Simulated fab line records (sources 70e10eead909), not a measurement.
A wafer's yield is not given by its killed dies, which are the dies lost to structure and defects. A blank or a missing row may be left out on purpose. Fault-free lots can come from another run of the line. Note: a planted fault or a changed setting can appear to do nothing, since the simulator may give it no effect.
The tool behind it: which one? | flow nand harc | 36 wafers from 12 lots sampled at 6 of the route's 1302 steps

## WHAT THE GAUGES READ, wafer by wafer
NHARC_A_M1_CD_MEAS_09 targets a cd of 120 nm. Usual: cd nm at 120.5 nm, with a standard deviation of 0.63.
lot  | measured     | on        | cd nm (nm)        | flag
L590 | day 22 19:27 | cd sem-03 | 121.2 122.2 120.7 |
L589 | day 22 20:59 | cd sem-02 | 120.3 119.7 120.8 |
L591 | day 23 11:11 | cd sem-03 | 120.4 121.5 120.4 |
L593 | day 24 12:32 | cd sem-01 | 119.9 119.6 120.3 |
L597 | day 26 08:34 | cd sem-01 | 119.9 119.7 120.6 |
L598 | day 26 17:21 | cd sem-03 | 121.4 121.5 120.9 |
L602 | day 27 15:35 | cd sem-03 | 121.4 121.4 121.5 |
L601 | day 27 16:31 | cd sem-02 | 119.8 121.1 120.1 |
L604 | day 29 07:54 | cd sem-02 | 120.7 112.7 112.6 | OFF
L606 | day 29 18:03 | cd sem-03 | 120.8 120.8 113.1 | OFF
L603 | day 29 23:49 | cd sem-02 | 119.8 120.8 121.0 |
L612 | day 32 13:26 | cd sem-02 | 121.6 120.9 120.3 |

NHARC_END_SORT_01. Usual: defect limited yield 90.2 %, standard deviation 2.3; killed at array 62, standard deviation 15; killed at other 0.8, standard deviation 1; killed at periphery 3.7, standard deviation 2.6; killed dies 66, standard deviation 15; killed open 3.1, standard deviation 1.8; killed short 2.6, standard deviation 1.7.
lot  | measured     | on        | defect limited yield (%) | killed at array | killed at other | killed at periphery | killed dies | killed open | killed short | flag
L606 | day 31 07:50 | prober-02 | 91.6 92.0 92.8           | 55 50 47        | 1 0 0           | 1 4 2               | 57 54 49    | 2 2 3       | 2 2 6        |

## TOOL THAT RAN EACH LOT (tool first, then ch and the chambers of the sampled wafers, then the start)
lot  | NHARC_A_M0_PVD_20                       | NHARC_A_M0_ANNEAL_30             | NHARC_A_M1_PEB_07                 | NHARC_A_M1_ETCH_35
L590 | pvd sputter-03, day 22 17:14 or earlier | rtp anneal-02 ch 0, day 22 17:14 | litho track-01 ch 0, day 22 19:22 | rie diel-12 ch 0,2,3, day 22 19:44
L589 | pvd sputter-02, day 22 18:49 or earlier | rtp anneal-02 ch 0, day 22 18:49 | litho track-01 ch 0, day 22 20:55 | rie diel-12 ch 0,1,3, day 22 21:17
L591 | pvd sputter-02, day 23 09:10 or earlier | rtp anneal-02 ch 0, day 23 09:10 | litho track-01 ch 0, day 23 11:07 | rie diel-03 ch 0,1,2, day 23 11:28
L593 | pvd sputter-01, day 24 10:19 or earlier | rtp anneal-02 ch 0, day 24 10:19 | litho track-04 ch 0, day 24 12:28 | rie diel-03 ch 1,2,3, day 24 12:49
L597 | pvd sputter-01, day 26 06:29 or earlier | rtp anneal-01 ch 0, day 26 06:29 | litho track-04 ch 0, day 26 08:28 | rie diel-12 ch 2,3, day 26 08:49
L598 | pvd sputter-03, day 26 15:07 or earlier | rtp anneal-02 ch 0, day 26 15:07 | litho track-01 ch 0, day 26 17:16 | rie diel-12 ch 0,1,3, day 26 17:39
L602 | pvd sputter-02, day 27 13:33 or earlier | rtp anneal-01 ch 0, day 27 13:33 | litho track-01 ch 0, day 27 15:30 | rie diel-09 ch 1,2, day 27 15:51
L601 | pvd sputter-03, day 27 14:04 or earlier | rtp anneal-02 ch 0, day 27 14:04 | litho track-04 ch 0, day 27 16:26 | rie diel-12 ch 1,3, day 27 16:47
L604 | pvd sputter-02, day 29 05:47 or earlier | rtp anneal-01 ch 0, day 29 05:47 | litho track-01 ch 0, day 29 07:49 | rie diel-03 ch 2,3, day 29 08:10
L606 | pvd sputter-01, day 29 15:32 or earlier | rtp anneal-02 ch 0, day 29 15:32 | litho track-01 ch 0, day 29 17:58 | rie diel-03 ch 0,1,3, day 29 18:19
L603 | pvd sputter-03, day 29 20:55            | rtp anneal-01 ch 0, day 29 21:40 | litho track-04 ch 0, day 29 23:44 | rie diel-12 ch 0,1,2, day 30 00:05
L612 | pvd sputter-02, day 32 11:10 or earlier | rtp anneal-01 ch 0, day 32 11:10 | litho track-04 ch 0, day 32 13:22 | rie diel-12 ch 0,2,3, day 32 13:46
- NHARC_A_M0_PVD_20: deposits TaN, target thk 5 nm, time 8.06 s.
- NHARC_A_M0_ANNEAL_30: time 90 s.
- NHARC_A_M1_PEB_07: peb time 65 s.
- NHARC_A_M1_ETCH_35: etches the open film in N2/H2, target depth 40 nm, overetch 12 nm, time 43.94 s.

## AS READ BY THE TOOLS THEMSELVES (means over the sampled wafers that have a number; for cases with no such wafer, the mark the record gives instead)
NHARC_A_M0_PVD_20. Usual: bias v 168.6 V, standard deviation 1.9; throttle valve pct 30.5 %, standard deviation 0.91.
lot  | tool           | bias v (V) | throttle valve pct (%) | flag
L590 | pvd sputter-03 | 169.6      | 31.2                   |
L589 | pvd sputter-02 | 168.0      | 30.5                   |
L591 | pvd sputter-02 | 170.4      | 29.5                   |
L593 | pvd sputter-01 | 170.1      | 30.5                   |
L597 | pvd sputter-01 | 168.8      | 30.8                   |
L598 | pvd sputter-03 | 168.4      | 30.7                   |
L602 | pvd sputter-02 | 168.0      | 30.6                   |
L601 | pvd sputter-03 | 167.7      | 31.0                   |
L604 | pvd sputter-02 | 169.1      | 29.6                   |
L606 | pvd sputter-01 | 167.5      | 30.1                   |
L603 | pvd sputter-03 | 168.5      | 31.1                   |
L612 | pvd sputter-02 | 169.1      | 29.6                   |

NHARC_A_M0_ANNEAL_30. Usual: wafer_temp_C_max at 226.3, with a standard deviation of 0.53.
lot  | tool          | wafer_temp_C_max | flag
L590 | rtp anneal-02 | 226.8            |
L589 | rtp anneal-02 | 226.4            |
L591 | rtp anneal-02 | 226.7            |
L593 | rtp anneal-02 | 226.8            |
L597 | rtp anneal-01 | 225.9            |
L598 | rtp anneal-02 | 226.6            |
L602 | rtp anneal-01 | 226.2            |
L601 | rtp anneal-02 | 226.6            |
L604 | rtp anneal-01 | 225.8            |
L606 | rtp anneal-02 | 226.9            |
L603 | rtp anneal-01 | 225.8            |
L612 | rtp anneal-01 | 225.9            |

NHARC_A_M1_PEB_07. Usual: heater power total W at 156.6 W, with a standard deviation of 0.41.
lot  | tool           | heater power total W (W) | flag
L590 | litho track-01 | 156.7                    |
L589 | litho track-01 | 156.6                    |
L591 | litho track-01 | 156.7                    |
L593 | litho track-04 | 156.5                    |
L597 | litho track-04 | 156.5                    |
L598 | litho track-01 | 156.9                    |
L602 | litho track-01 | 156.9                    |
L601 | litho track-04 | 156.9                    |
L604 | litho track-01 | 170.3                    | OFF
L606 | litho track-01 | 163.5                    | OFF
L603 | litho track-04 | 156.2                    |
L612 | litho track-04 | 156.0                    |

NHARC_A_M1_ETCH_35. Usual: bias w 150.0 W, standard deviation 0.41; drypump motor current A 5.9 A, standard deviation 0.39; oes product au 1.000 a.u., standard deviation 0.0086; rf vpp V 430.5 V, standard deviation 2.4; showerhead plenum p Torr 2.04 Torr, standard deviation 0.081; throttle valve pct 14.170 %, standard deviation 0.0091.
lot  | tool        | bias w (W) | drypump motor current A (A) | oes product au (a.u.) | rf vpp V (V) | showerhead plenum p Torr (Torr) | throttle valve pct (%) | flag
L590 | rie diel-12 | 149.6      | 5.7                         | 0.992                 | 431.9        | 2.08                            | 14.170                 |
L589 | rie diel-12 | 150.2      | 6.0                         | 0.991                 | 431.5        | 2.12                            | 14.159                 |
L591 | rie diel-03 | 150.1      | 5.8                         | 0.997                 | 429.4        | 2.02                            | 14.174                 |
L593 | rie diel-03 | 150.3      | 6.0                         | 1.004                 | 429.6        | 2.00                            | 14.174                 |
L597 | rie diel-12 | 150.2      | 5.6                         | 0.992                 | 431.5        | 2.06                            | 14.161                 |
L598 | rie diel-12 | 149.9      | 5.9                         | 1.001                 | 433.0        | 2.12                            | 14.173                 |
L602 | rie diel-09 | 149.8      | 6.2                         | 1.000                 | 431.8        | 2.08                            | 14.166                 |
L601 | rie diel-12 | 150.1      | 5.7                         | 1.006                 | 431.1        | 2.07                            | 14.177                 |
L604 | rie diel-03 | 149.9      | 6.1                         | 1.012                 | 428.1        | 1.99                            | 14.169                 |
L606 | rie diel-03 | 150.0      | 5.6                         | 1.002                 | 429.0        | 1.98                            | 14.170                 |
L603 | rie diel-12 | 150.4      | 6.1                         | 1.005                 | 433.1        | 2.14                            | 14.163                 |
L612 | rie diel-12 | 149.8      | 5.7                         | 0.991                 | 431.2        | 2.08                            | 14.163                 |

## THE ANSWER, worked out from the rows above alone
Rule: a lot counts as off when the mean over its wafers that have a number is more than 3 standard deviations away from the usual mean. A lot without any number at a reading at which 4 lots or more have one is off too. Any other lot the step has rows for is counted as sound. Order of review: gauges by route order, followed by the tools' own readings, for which a lot's mean as printed above is used. The first step at which some lot is off is used, and at that step the reading that is off furthest; a lot without a number counts as furthest.
Off, at NHARC_A_M1_CD_MEAS_09 on cd nm: L604, L606.
If a tool, at a process step before that reading, ran all the lots that are off and no sound lot after the first of them, it fits. The gauges at NHARC_A_M1_CD_MEAS_09 aren't tried: what is off there is off at NHARC_A_M1_PEB_07 too, on other tools, and a gauge's error can't cause that. NHARC_A_M0_PVD_20: start missing for some lots; hours and lot order therefore follow NHARC_A_M0_ANNEAL_30. One candidate fits, namely litho track-01 at NHARC_A_M1_PEB_07. Its last sound lot is L602 (day 27 15:30), its first lot that is off L604 (day 29 07:49): a fault that began between those two fits.
On the lots that are off, the tool's own readings at NHARC_A_M1_PEB_07 differ by more than 5 times the standard deviation of the sound lots' means, which bears it out; heater power total W reads 166.9 W there versus 156.6 W on the sound lots.

## WHAT WAS PUT IN BY THE SIMULATOR
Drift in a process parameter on litho track-01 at NHARC_A_M1_PEB_07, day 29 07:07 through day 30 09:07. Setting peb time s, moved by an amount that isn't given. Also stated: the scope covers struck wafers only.
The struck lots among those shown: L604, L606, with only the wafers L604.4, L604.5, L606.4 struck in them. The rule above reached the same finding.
